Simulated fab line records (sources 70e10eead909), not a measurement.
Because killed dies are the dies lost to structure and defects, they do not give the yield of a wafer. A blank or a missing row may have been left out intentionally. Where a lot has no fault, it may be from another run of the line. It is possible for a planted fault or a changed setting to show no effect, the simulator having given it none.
Which of the tools did it?	flow nandHarc	66 wafers from 22 lots sampled at 6 of the route's 1302 steps

## WHAT THE GAUGES SHOWED, per wafer
No reading from a measuring or inspecting step in the record can be judged against a usual standard deviation.

## WHICH TOOL RAN EACH LOT (tool, then ch and the chambers of the sampled wafers, then the start)
lot	NHARC_A_CHANNEL_HOLE_D1_ETCH_25	NHARC_A_CHANNEL_FILL_D1_ALD_25	NHARC_A_CHANNEL_HOLE_D2_ETCH_16	NHARC_A_CHANNEL_FILL_D2_ETCHBACK_19	NHARC_A_CHANNEL_FILL_D2_STRIP_28	NHARC_A_CHANNEL_FILL_D2_STRIP_29
L074	harEtch-01 ch 1, day 8 18:55	aldHk-01 ch 0,2,3, day 10 15:13	rieDiel-05 ch 0,1,2, day 14 16:38 or earlier	rieSi-01 ch 1,3, day 14 16:38	rieDiel-01 ch 0,2,3, day 14 16:53	rieDiel-06 ch 0,2,3, no start
L076	harEtch-01 ch 0, day 9 13:36	aldHk-02 ch 0,1, day 11 08:33	rieDiel-05 ch 2,3, day 15 17:05 or earlier	rieSi-01 ch 2,3, day 15 17:05	rieDiel-01 ch 0,1, day 15 17:19	rieDiel-06 ch 0,3, no start
L077	harEtch-01 ch 0,1, day 10 09:11	aldHk-04 ch 0,1,2, day 12 05:01	rieDiel-03 ch 0,1,2, day 16 06:22 or earlier	rieSi-01 ch 0,3, day 16 06:22	rieDiel-06 ch 1,2, day 16 06:34	rieDiel-06 ch 0,1,2, no start
L078	harEtch-02 ch 0,1, day 10 10:45	aldHk-01 ch 0,1,2, day 12 02:22	rieDiel-05 ch 0,2,3, day 16 01:11 or earlier	rieSi-01 ch 0,3, day 16 01:11	rieDiel-01 ch 0,1,2, day 16 01:24	rieDiel-06 ch 1,2, no start
L079	harEtch-01 ch 0,1, day 10 12:55	aldHk-02 ch 1,2,3, day 12 02:04	rieDiel-07 ch 0,1,3, day 16 01:12 or earlier	rieSi-02 ch 0,1,2, day 16 01:12	rieDiel-06 ch 0,2, day 16 01:25	rieDiel-08 ch 0,2,3, no start
L080	harEtch-02 ch 0,1, day 11 03:02	aldHk-02 ch 1,2,3, day 12 21:18	rieDiel-05 ch 1,2,3, day 17 00:08 or earlier	rieSi-03 ch 1,3, day 17 00:08	rieDiel-08 ch 1,3, day 17 00:22	rieDiel-01 ch 0,1, no start
L081	harEtch-01 ch 0,1, day 11 15:04	aldHk-04 ch 0,1,3, day 13 07:07	rieDiel-07 ch 0,1,2, day 17 10:05 or earlier	rieSi-01 ch 0,2, day 17 10:05	rieDiel-01 ch 2,3, day 17 10:19	rieDiel-01 ch 0,2, no start
L083	harEtch-01 ch 0,1, day 12 05:28	aldHk-04 ch 0,1,3, day 13 22:35	rieDiel-05 ch 0,1,3, day 17 19:17 or earlier	rieSi-02 ch 0,1,2, day 17 19:17	rieDiel-01 ch 0,1,3, day 17 19:30	rieDiel-08 ch 1,2,3, day 18 13:10
L084	harEtch-01 ch 0,1, day 12 18:14	aldHk-02 ch 2,3, day 14 11:38	rieDiel-07 ch 0,3, day 18 15:35 or earlier	rieSi-03 ch 1,2,3, day 18 15:35	rieDiel-08 ch 0,2,3, day 18 15:49	rieDiel-06 ch 0,2, no start
L085	harEtch-02 ch 0,1, day 13 18:15	aldHk-04 ch 0,3, day 15 10:10	rieDiel-07 ch 0,1, day 19 10:50 or earlier	rieSi-03 ch 0,2,3, day 19 10:50	rieDiel-01 ch 1,2,3, day 19 11:03	rieDiel-06 ch 0,1, no start
L086	harEtch-01 ch 0,1, day 13 21:09	aldHk-04 ch 0,2,3, day 15 17:38	rieDiel-07 ch 0,2, day 19 18:01 or earlier	rieSi-03 ch 0,3, day 19 18:01	rieDiel-06 ch 0,3, day 19 18:13	rieDiel-01 ch 1,2,3, no start
L087	harEtch-02 ch 0,1, day 14 02:35	aldHk-01 ch 1,2, day 15 16:25	rieDiel-03 ch 1,2, day 20 01:17 or earlier	rieSi-01 ch 0,1,3, day 20 01:17	rieDiel-06 ch 0,2,3, day 20 01:29	rieDiel-01 ch 0,1,3, no start
L089	harEtch-01 ch 0,1, day 14 18:20	aldHk-02 ch 0,1,2, day 16 16:04	rieDiel-07 ch 1,3, day 20 18:29 or earlier	rieSi-03 ch 0,1,3, day 20 18:29	rieDiel-06 ch 1,2,3, day 20 18:42	rieDiel-01 ch 1,2,3, no start
L088	harEtch-02 ch 0,1, day 14 18:53	aldHk-04 ch 1,2,3, day 16 15:27	rieDiel-03 ch 0,1,3, day 20 22:41 or earlier	rieSi-03 ch 1,2, day 20 22:41	rieDiel-01 ch 2,3, day 20 22:54	rieDiel-08 ch 0,1, no start
L091	harEtch-01 ch 0,1, day 15 12:28	aldHk-04 ch 0,2,3, day 17 04:33	rieDiel-07 ch 0,2, day 21 07:04 or earlier	rieSi-03 ch 0,3, day 21 07:04	rieDiel-08 ch 0,1,3, day 21 07:17	rieDiel-01 ch 0,3, no start
L090	harEtch-02 ch 0,1, day 15 12:37	aldHk-01 ch 1,3, day 17 04:33	rieDiel-03 ch 0,2,3, day 21 07:04 or earlier	rieSi-02 ch 0,2, day 21 07:04	rieDiel-01 ch 2,3, day 21 07:17	rieDiel-06 ch 0,3, no start
L092	harEtch-01 ch 0,1, day 16 02:41	aldHk-02 ch 0,1,2, day 17 20:19	rieDiel-05 ch 2,3, day 21 18:08 or earlier	rieSi-02 ch 0,2, day 21 18:08	rieDiel-01 ch 2,3, day 21 18:20	rieDiel-06 ch 1,3, no start
L093	harEtch-02 ch 0,1, day 16 11:18	aldHk-04 ch 0,2,3, day 18 02:33	rieDiel-05 ch 0,1,2, day 22 00:07 or earlier	rieSi-01 ch 0,1,2, day 22 00:07	rieDiel-08 ch 1,2,3, day 22 00:20	rieDiel-01 ch 1,2,3, no start
L094	harEtch-01 ch 0,1, day 17 08:39	aldHk-02 ch 0,1,2, day 19 01:36	rieDiel-05 ch 0,1,3, day 22 20:23 or earlier	rieSi-02 ch 0,1,2, day 22 20:23	rieDiel-06 ch 1,2,3, day 22 20:37	rieDiel-01 ch 2,3, no start
L095	harEtch-01 ch 0,1, day 17 20:29	aldHk-01 ch 0,2, day 19 12:10	rieDiel-03 ch 0,3, day 23 13:41 or earlier	rieSi-03 ch 0,1, day 23 13:41	rieDiel-01 ch 0,2, day 23 13:55	rieDiel-08 ch 0,1,2, no start
L096	harEtch-02 ch 1, day 17 22:58	aldHk-02 ch 0,2,3, day 19 12:10	rieDiel-07 ch 1,2,3, day 23 13:44 or earlier	rieSi-02 ch 0,1,2, day 23 13:44	rieDiel-08 ch 0,2, day 23 13:56	rieDiel-08 ch 0,1,2, no start
L097	harEtch-01 ch 0,1, day 18 07:28	aldHk-04 ch 0,1,3, day 20 01:22	rieDiel-05 ch 0,1,2, day 24 13:28 or earlier	rieSi-01 ch 0,2,3, day 24 13:28	rieDiel-06 ch 1,2,3, day 24 13:40	rieDiel-06 ch 0,2, no start
- NHARC_A_CHANNEL_HOLE_D1_ETCH_25: etches the open film in C4F8/O2/Ar, time 1040.2 s, target depth 1500 nm.
- NHARC_A_CHANNEL_FILL_D1_ALD_25: deposits SiOx, target thk 60 nm, pulse time 10 s, ald cycles 600.
- NHARC_A_CHANNEL_HOLE_D2_ETCH_16: etches the open film in O2/COS, target depth 3100 nm, time 806 s.
- NHARC_A_CHANNEL_FILL_D2_ETCHBACK_19: etches the open film in HBr/Cl2, target depth 5 nm, time 1.7 s.
- NHARC_A_CHANNEL_FILL_D2_STRIP_28: strips in O2, time 20 s.
- NHARC_A_CHANNEL_FILL_D2_STRIP_29: strips in O2, time 20 s.

## WHAT THE TOOLS THEMSELVES READ (means of the sampled wafers that have a number; where no wafer has one, the mark that the record gives instead)
NHARC_A_CHANNEL_HOLE_D1_ETCH_25. Usual: drypumpMotorCurrentA 5.8 A, standard deviation 0.37; showerheadPlenumPTorr 3.65 Torr, standard deviation 0.096; throttleValvePct 32.235 %, standard deviation 0.0092.
lot	tool	drypumpMotorCurrentA (A)	showerheadPlenumPTorr (Torr)	throttleValvePct (%)	flag
L074	harEtch-01	6.3	3.73	32.236	
L076	harEtch-01	5.3	3.72	32.234	
L077	harEtch-01	5.6	3.71	32.233	
L078	harEtch-02	5.7	3.58	32.235	
L079	harEtch-01	5.9	3.71	32.230	
L080	harEtch-02	5.8	3.54	32.228	
L081	harEtch-01	5.9	3.70	32.230	
L083	harEtch-01	5.6	3.70	32.238	
L084	harEtch-01	5.6	3.69	32.244	
L085	harEtch-02	5.8	3.52	32.230	
L086	harEtch-01	5.7	3.69	32.232	
L087	harEtch-02	5.8	3.52	32.237	
L089	harEtch-01	5.6	3.68	32.234	
L088	harEtch-02	5.7	3.55	32.234	
L091	harEtch-01	5.7	3.67	32.238	
L090	harEtch-02	5.7	3.55	32.226	
L092	harEtch-01	6.0	3.67	32.240	
L093	harEtch-02	5.8	3.50	32.223	
L094	harEtch-01	5.6	3.66	32.239	
L095	harEtch-01	6.0	3.65	32.240	
L096	harEtch-02	5.6	3.92	32.234	
L097	harEtch-01	5.6	3.65	32.240	

NHARC_A_CHANNEL_FILL_D1_ALD_25. Usual: heaterPowerOuterW 251 W, standard deviation 27; heaterPowerW 446 W, standard deviation 35; precursorPulseHeightRel 0.998, standard deviation 0.018.
lot	tool	heaterPowerOuterW (W)	heaterPowerW (W)	precursorPulseHeightRel	flag
L074	aldHk-01	261	477	1.001	
L076	aldHk-02	246	454	0.991	
L077	aldHk-04	253	452	1.010	
L078	aldHk-01	256	454	1.006	
L079	aldHk-02	238	429	1.005	
L080	aldHk-02	238	423	0.985	
L081	aldHk-04	267	456	0.996	
L083	aldHk-04	272	453	0.996	
L084	aldHk-02	221	401	0.998	
L085	aldHk-04	249	450	1.006	
L086	aldHk-04	244	436	0.999	
L087	aldHk-01	274	480	1.005	
L089	aldHk-02	257	460	0.994	
L088	aldHk-04	257	450	0.993	
L091	aldHk-04	245	435	0.994	
L090	aldHk-01	257	461	0.969	
L092	aldHk-02	261	456	0.987	
L093	aldHk-04	246	441	0.991	
L094	aldHk-02	256	458	0.997	
L095	aldHk-01	260	455	1.000	
L096	aldHk-02	246	441	1.012	
L097	aldHk-04	265	462	1.006	

NHARC_A_CHANNEL_HOLE_D2_ETCH_16. Usual: drypumpMotorCurrentA 5.8 A, standard deviation 0.42; oesProductAu 1.000 a.u., standard deviation 0.0097; rfVppV 313.6 V, standard deviation 1.5; showerheadPlenumPTorr 3.09 Torr, standard deviation 0.088; throttleValvePct 28.330 %, standard deviation 0.0092.
lot	tool	drypumpMotorCurrentA (A)	oesProductAu (a.u.)	rfVppV (V)	showerheadPlenumPTorr (Torr)	throttleValvePct (%)	flag
L074	rieDiel-05	5.6	1.004	312.2	3.01	28.325	
L076	rieDiel-05	5.3	0.996	312.8	3.09	28.329	
L077	rieDiel-03	5.8	1.010	314.9	3.13	28.325	
L078	rieDiel-05	5.3	1.000	312.5	3.04	28.328	
L079	rieDiel-07	6.0	1.002	312.8	3.04	28.328	
L080	rieDiel-05	5.7	0.996	313.2	3.05	28.328	
L081	rieDiel-07	6.2	1.010	313.6	3.10	28.334	
L083	rieDiel-05	5.4	0.991	313.7	3.05	28.337	
L084	rieDiel-07	5.8	0.998	313.3	3.04	28.337	
L085	rieDiel-07	6.0	1.002	312.9	3.03	28.335	
L086	rieDiel-07	6.2	1.009	314.6	3.16	28.334	
L087	rieDiel-03	5.8	1.000	315.6	3.19	28.329	
L089	rieDiel-07	6.2	0.994	312.2	3.04	28.328	
L088	rieDiel-03	5.9	1.006	315.3	3.15	28.337	
L091	rieDiel-07	6.0	1.008	313.8	3.09	28.331	
L090	rieDiel-03	5.9	1.015	314.7	3.17	28.324	
L092	rieDiel-05	5.5	0.995	312.4	3.04	28.333	
L093	rieDiel-05	5.6	0.993	312.3	3.00	28.323	
L094	rieDiel-05	5.4	0.991	313.7	3.05	28.327	
L095	rieDiel-03	5.9	1.000	314.1	3.11	28.329	
L096	rieDiel-07	6.2	0.997	313.9	3.10	28.335	
L097	rieDiel-05	5.6	1.004	312.1	3.00	28.332	

NHARC_A_CHANNEL_FILL_D2_ETCHBACK_19. Usual: drypumpMotorCurrentA 5.8 A, standard deviation 0.38; oesProductAu 0.997 a.u., standard deviation 0.0088; throttleValvePct 26.406 %, standard deviation 0.0086.
lot	tool	drypumpMotorCurrentA (A)	oesProductAu (a.u.)	throttleValvePct (%)	flag
L074	rieSi-01	5.6	1.004	26.410	
L076	rieSi-01	6.1	1.002	26.402	
L077	rieSi-01	6.3	1.002	26.400	
L078	rieSi-01	6.2	0.999	26.409	
L079	rieSi-02	5.9	0.992	26.407	
L080	rieSi-03	5.6	0.992	26.404	
L081	rieSi-01	6.2	0.999	26.402	
L083	rieSi-02	5.9	0.997	26.408	
L084	rieSi-03	5.5	0.993	26.400	
L085	rieSi-03	5.4	0.996	26.410	
L086	rieSi-03	5.3	0.994	26.408	
L087	rieSi-01	6.0	0.989	26.406	
L089	rieSi-03	5.5	0.999	26.403	
L088	rieSi-03	5.6	0.998	26.408	
L091	rieSi-03	5.3	1.000	26.408	
L090	rieSi-02	6.1	0.994	26.402	
L092	rieSi-02	6.1	0.999	26.406	
L093	rieSi-01	5.9	0.994	26.404	
L094	rieSi-02	5.9	0.997	26.405	
L095	rieSi-03	5.6	0.998	26.406	
L096	rieSi-02	5.9	0.999	26.411	
L097	rieSi-01	6.1	0.992	26.407	

NHARC_A_CHANNEL_FILL_D2_STRIP_28. Usual: drypumpMotorCurrentA 5.7 A, standard deviation 0.45; oesProductAu 1.000 a.u., standard deviation 0.011; rfVppV 57.8 V, standard deviation 0.98; showerheadPlenumPTorr 3.55 Torr, standard deviation 0.18; throttleValvePct 17.036 %, standard deviation 0.0087.
lot	tool	drypumpMotorCurrentA (A)	oesProductAu (a.u.)	rfVppV (V)	showerheadPlenumPTorr (Torr)	throttleValvePct (%)	flag
L074	rieDiel-01	5.7	1.005	56.7	3.50	17.049	
L076	rieDiel-01	5.1	0.996	57.2	3.35	17.037	
L077	rieDiel-06	5.2	0.999	59.1	3.67	17.035	
L078	rieDiel-01	5.4	0.996	58.0	3.49	17.031	
L079	rieDiel-06	5.1	0.992	57.4	3.73	17.041	
L080	rieDiel-08	5.8	0.996	56.9	3.38	17.036	
L081	rieDiel-01	6.0	0.999	58.1	3.47	17.035	
L083	rieDiel-01	5.5	1.009	57.1	3.36	17.033	
L084	rieDiel-08	5.8	0.996	57.7	3.56	17.033	
L085	rieDiel-01	5.7	1.007	57.9	3.46	17.034	
L086	rieDiel-06	5.9	0.991	58.2	3.71	17.044	
L087	rieDiel-06	5.5	0.994	58.5	3.72	17.035	
L089	rieDiel-06	5.6	1.006	58.8	3.66	17.034	
L088	rieDiel-01	6.0	0.994	57.1	3.47	17.039	
L091	rieDiel-08	6.0	0.996	57.1	3.53	17.039	
L090	rieDiel-01	6.1	1.007	56.9	3.47	17.041	
L092	rieDiel-01	6.0	1.007	57.3	3.47	17.036	
L093	rieDiel-08	5.7	1.002	56.6	3.44	17.028	
L094	rieDiel-06	5.5	0.988	58.9	3.66	17.038	
L095	rieDiel-01	5.6	1.001	58.9	3.63	17.039	
L096	rieDiel-08	6.0	1.005	58.7	3.70	17.037	
L097	rieDiel-06	5.6	0.985	57.8	3.66	17.033	

NHARC_A_CHANNEL_FILL_D2_STRIP_29. Usual: drypumpMotorCurrentA 5.6 A, standard deviation 0.44; oesProductAu 1.000 a.u., standard deviation 0.012; rfVppV 57.9 V, standard deviation 0.92; showerheadPlenumPTorr 3.55 Torr, standard deviation 0.18; throttleValvePct 17.035 %, standard deviation 0.0096.
lot	tool	drypumpMotorCurrentA (A)	oesProductAu (a.u.)	rfVppV (V)	showerheadPlenumPTorr (Torr)	throttleValvePct (%)	flag
L074	rieDiel-06	5.5	0.994	58.0	3.72	17.040	
L076	rieDiel-06	5.9	0.988	58.1	3.71	17.031	
L077	rieDiel-06	5.4	0.999	56.8	3.62	17.035	
L078	rieDiel-06	5.2	0.990	58.5	3.67	17.027	
L079	rieDiel-08	5.8	1.004	57.8	3.56	17.031	
L080	rieDiel-01	5.2	1.018	56.9	3.35	17.032	
L081	rieDiel-01	5.6	1.005	58.0	3.63	17.040	
L083	rieDiel-08	5.7	1.013	57.7	3.44	17.040	
L084	rieDiel-06	5.5	0.984	58.6	3.67	17.031	
L085	rieDiel-06	5.8	1.003	57.8	3.56	17.031	
L086	rieDiel-01	5.7	0.999	58.0	3.46	17.033	
L087	rieDiel-01	5.5	1.004	57.4	3.36	17.031	
L089	rieDiel-01	5.7	1.005	56.9	3.46	17.036	
L088	rieDiel-08	6.1	0.991	58.2	3.57	17.037	
L091	rieDiel-01	5.5	1.007	58.3	3.39	17.032	
L090	rieDiel-06	5.9	0.992	58.5	3.71	17.034	
L092	rieDiel-06	5.9	0.986	57.0	3.55	17.033	
L093	rieDiel-01	5.7	1.014	57.7	3.46	17.033	
L094	rieDiel-01	5.9	1.003	58.0	3.60	17.040	
L095	rieDiel-08	5.9	1.000	57.7	3.58	17.030	
L096	rieDiel-08	5.9	1.000	57.3	3.58	17.038	
L097	rieDiel-06	5.2	0.987	57.5	3.72	17.028	

## THE ANSWER, worked out from the rows above alone
Rule: take the mean of a lot's wafers that have a number; if it is more than 3 standard deviations from the usual mean, the lot is off. A lot without any number at a reading at which 4 lots or more have one is off too. Any other lot the step has rows for is counted as sound. First the gauges in route order, then the tools' own readings, where a lot's mean is used as printed above. At the first step where some lot is off, the reading lying furthest off is the one used; lots without a number count as furthest.
Across all readings shown, no lot is off: no conclusion can be drawn from this.

## WHAT WAS PUT IN BY THE SIMULATOR
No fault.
